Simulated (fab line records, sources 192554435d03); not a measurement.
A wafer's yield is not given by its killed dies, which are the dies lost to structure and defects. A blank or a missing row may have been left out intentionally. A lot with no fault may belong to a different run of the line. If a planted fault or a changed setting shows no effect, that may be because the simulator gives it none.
A lot that was struck, set against a sound lot -- flow n5-finfet -- 44 steps out of a route of 1938
Sound: the wafers L770.1, L770.3, L770.5. Struck: wafer L778.5. (L778.4 of the same lot was not struck and is left out.) The cause comes at the end.
Per side, at each step with rows, come the tool, then ch with its chambers, and then its first start. Under that, the readings that differ: sound wafers -- struck wafers -- difference of the means -- sigmas: that difference in standard deviations of wafers without a fault.
alike: readings whose means differ by less than 2 such deviations, and words and numbers that are the same on both sides. not compared: withheld readings, readings that some wafer has no value for, bounds like >300 that may hide the same value, and numbers for which the record gives no deviation and whose values overlap.
A row with sigmas, a row that says differs or no value, or rows on one side alone: a step with any of these is where the two part. Numbers that don't overlap but have no deviation are shown without sigmas and don't part them. Lack of a reading on every wafer of one side parts them only where that side has two or more wafers.

N5_SDB_INSPECT_36: inspects for defects (darkfield).
  sound on defect-inspect-01, day 5 01:01; struck on defect-inspect-02, day 6 21:56
  alike: raw-defect-count
then, 1 step without rows for these wafers: N5_DUMMY_REMOVAL_HM_STRIP_01 (strips SiNx in CH3F/O2, stops on poly-Si, target depth 4 nm, time 6.8 s).
N5_DUMMY_REMOVAL_STRIP_10: strips in N2/H2, time 40 s.
  sound on rie-diel-04 ch 0,2,3, day 5 01:05; struck on rie-diel-03 ch 1, day 6 22:01
reading,sound,struck,difference,sigmas
throttle-valve-pct (%),12.20 12.01 12.26,11.62,-0.54,-3
  alike: drypump-motor-current-A, h2-flow-sccm, oes-product-au, rf-vpp-V, showerhead-plenum-p-Torr, temp-c
  not compared: rf-hours-counter-h
then, 2 steps without rows for these wafers: N5_DUMMY_REMOVAL_PRECLEAN_07 (cleans in dHF, time 30 s); N5_DUMMY_REMOVAL_DUMMY_REMOVE_02 (chemistry TMAH, target poly-Si, stops on SiO2, target depth 142 nm, time 57 s, rinse time 30 s).
N5_DUMMY_REMOVAL_INSPECT_06: inspects for defects (brightfield).
  sound on defect-inspect-01, day 5 01:14; struck on defect-inspect-02, day 6 22:10
  alike: raw-defect-count
then, 6 steps without rows for these wafers: N5_DUMMY_REMOVAL_PRECLEAN_08 (cleans in NF3:NH3, afs cycles 2, time 20 s, sublimation time 60 s); N5_DUMMY_REMOVAL_PRECLEAN_04 (cleans in DHF, time 37 s); N5_DUMMY_REMOVAL_SRD_05 (time 30 s); N5_HKMG_FIN_IL_REGROW_00 (material SiO2, chemistry O3, target thk 0.75 nm, time 30 s); N5_HKMG_FIN_HK_ALD_01 (deposits HfO2, target thk 1.6 nm, pulse time 3 s, purge time 3 s); N5_HKMG_FIN_HK_ANNEAL_02 (time 30 s).
N5_HKMG_FIN_ALD_74: deposits La2O3, target thk 0.5 nm, pulse time 6 s, co reactant pulse time 1 s.
  sound on ald-hk-01 ch 1,2, day 5 02:23; struck on ald-hk-02 ch 1, day 6 22:59
  alike: heater-power-w, precursor-pulse-height-rel, susceptor-temp-C
  not compared: since-wet-clean-h
N5_HKMG_FIN_ALD_75: deposits Al2O3, target thk 1 nm, co reactant pulse time 1 s.
  sound on ald-hk-01 ch 1,2, day 5 02:32; struck on ald-hk-02 ch 1, day 6 23:04
  alike: heater-power-w, precursor-pulse-height-rel, susceptor-temp-C
then, 8 steps without rows for these wafers: N5_HKMG_FIN_COAT_41 (time 60 s, resist thk 300 nm); N5_HKMG_FIN_COAT_42 (time 60 s, resist thk 35 nm); N5_HKMG_FIN_COAT_43 (resist thk 90 nm); N5_HKMG_FIN_EBR_45; N5_HKMG_FIN_SOFTBAKE_44 (time 60 s); N5_HKMG_FIN_EXPOSE_46 (exposes mask NDIPOLE); N5_HKMG_FIN_PEB_47 (peb time 60 s); N5_HKMG_FIN_DEVELOP_48 (develop time 30 s).
N5_HKMG_FIN_CD_MEAS_49: the cd target is 202 nm.
  sound on cd-sem-01 ch 0, day 5 02:56; struck on cd-sem-02 ch 0, day 6 23:32
  alike: cd-nm
N5_HKMG_FIN_OVL_MEAS_50:
  sound on overlay-02 ch 0, day 5 02:59; struck on overlay-01 ch 0, day 6 23:34
  alike: NDIPOLE_OVL
N5_HKMG_FIN_INSPECT_61: inspects for defects (macro).
  sound on defect-inspect-01, day 5 03:00; struck on defect-inspect-01, day 6 23:35
  alike: raw-defect-count
N5_HKMG_FIN_DESCUM_53: chemistry O2, time 7.9 s.
  sound on rie-diel-05 ch 2,3, day 5 03:02; struck on rie-diel-02 ch 0, day 6 23:37
  alike: drypump-motor-current-A, oes-product-au, rf-vpp-V, showerhead-plenum-p-Torr, temp-c, throttle-valve-pct
  not compared: rf-hours-counter-h
then, 4 steps without rows for these wafers: N5_HKMG_FIN_ETCH_54 (etches SiARC in CF4, target depth 45.5 nm, time 75.8 s); N5_HKMG_FIN_ETCH_55 (etches SOC in N2/H2, target depth 240 nm, time 300 s); N5_HKMG_FIN_STRIP_56 (strips in N2/H2); N5_HKMG_FIN_STRIP_57 (strips in CF4).
N5_HKMG_FIN_ETCH_58: etches SOC in N2/H2, target depth 215.8 nm, time 741 s.
  sound on rie-diel-05 ch 2,3, day 5 03:20; struck on rie-diel-02 ch 0, day 6 23:55
  alike: drypump-motor-current-A, h2-flow-sccm, oes-product-au, rf-vpp-V, showerhead-plenum-p-Torr, throttle-valve-pct
  not compared: rf-hours-counter-h
then, 5 steps without rows for these wafers: N5_HKMG_FIN_STRIP_93 (strips SOC in N2/H2, time 20 s); N5_HKMG_FIN_WET_ETCH_76 (etches Al2O3 in dNH4OH, stops on La2O3, target depth 2.25 nm, rinse time 30 s); N5_HKMG_FIN_STRIP_60 (strips in N2/H2, time 360 s); N5_HKMG_FIN_WET_ETCH_77 (etches La2O3 in dHCl, stops on HfO2, target depth 2 nm); N5_HKMG_FIN_WET_ETCH_78 (etches Al2O3 in dNH4OH, stops on La2O3, target depth 4.5 nm, rinse time 30 s).
N5_HKMG_FIN_ALD_79: deposits TiN, target thk 1.5 nm, pulse time 1 s, purge time 3 s.
  sound on ald-metal-04 ch 1,3, day 5 04:24; struck on ald-metal-04 ch 0, day 7 01:10
  alike: chamber-pressure-Torr, heater-power-w, precursor-pulse-height-rel, susceptor-temp-C
  not compared: since-wet-clean-h
then, 5 steps without rows for these wafers: N5_HKMG_FIN_CVD_62 (deposits a-Si from Si2H6, target thk 3 nm, time 20.8 s); N5_HKMG_FIN_RTA_80 (time 2 s); N5_HKMG_FIN_PRECLEAN_64 (cleans in dHF, time 30 s); N5_HKMG_FIN_WET_ETCH_65 (etches a-Si in TMAH, stops on TiN, time 49 s, target depth 3 nm); N5_HKMG_FIN_WET_ETCH_81 (etches TiN in SC1, stops on HfO2, time 57 s, target depth 6 nm).
-- the record jumps here: 5 days lie between the struck wafers' starts before and after (it left off in module HKMG_FIN and takes up again in module BEOL_M4, whose first step shown is number 1111 of the route) --
N5_BEOL_M4_RC_MEAS_101:
  sound on prober-02 ch 0, day 8 23:00; struck on prober-02 ch 0, day 11 20:35
reading,sound,struck,difference,sigmas
DIBL_N (mV/V),33.7 37.3 35.6,39.6,+4.1,+2
IOFF_P (nA/um),0.16 0.22 0.20,0.30,+0.11,+3
IOFF_P_LIN (nA/um),0.077 0.099 0.092,0.138,+0.049,+4
ION_P (uA/um),455 456 455,471,+16,+2
VT_P (mV),-255 -252 -254,-240,+14,+5
  alike: DIBL_P, IOFF_N, ION_N, SS_N, SS_P, VT_N
-- record jumps: 5 days separate the struck wafers' starts on either side; left off in module BEOL_M4, taken up again in module PASSIVATION, whose first shown step is the route's number 1936 --
N5_PASSIVATION_PROBE_49:
  sound on prober-01, day 13 12:53; struck on prober-01, day 16 11:54
  alike: defect-limited-yield, killed_at_M0_to_M3, killed_at_M4_up, killed-at-contacts, killed-at-front-end, killed-at-other, killed-dies, killed-open, killed-short, sort_bin_5_function, sort_bin_6_memory, sort-n-pass, sort-yield-pct

WHERE THEY PART
Last at N5_BEOL_M4_RC_MEAS_101 as far as this record goes, first at N5_DUMMY_REMOVAL_STRIP_10. Later steps at which nothing parts them and some readings are alike: N5_PASSIVATION_PROBE_49.

WHY: the cause the simulator had injected
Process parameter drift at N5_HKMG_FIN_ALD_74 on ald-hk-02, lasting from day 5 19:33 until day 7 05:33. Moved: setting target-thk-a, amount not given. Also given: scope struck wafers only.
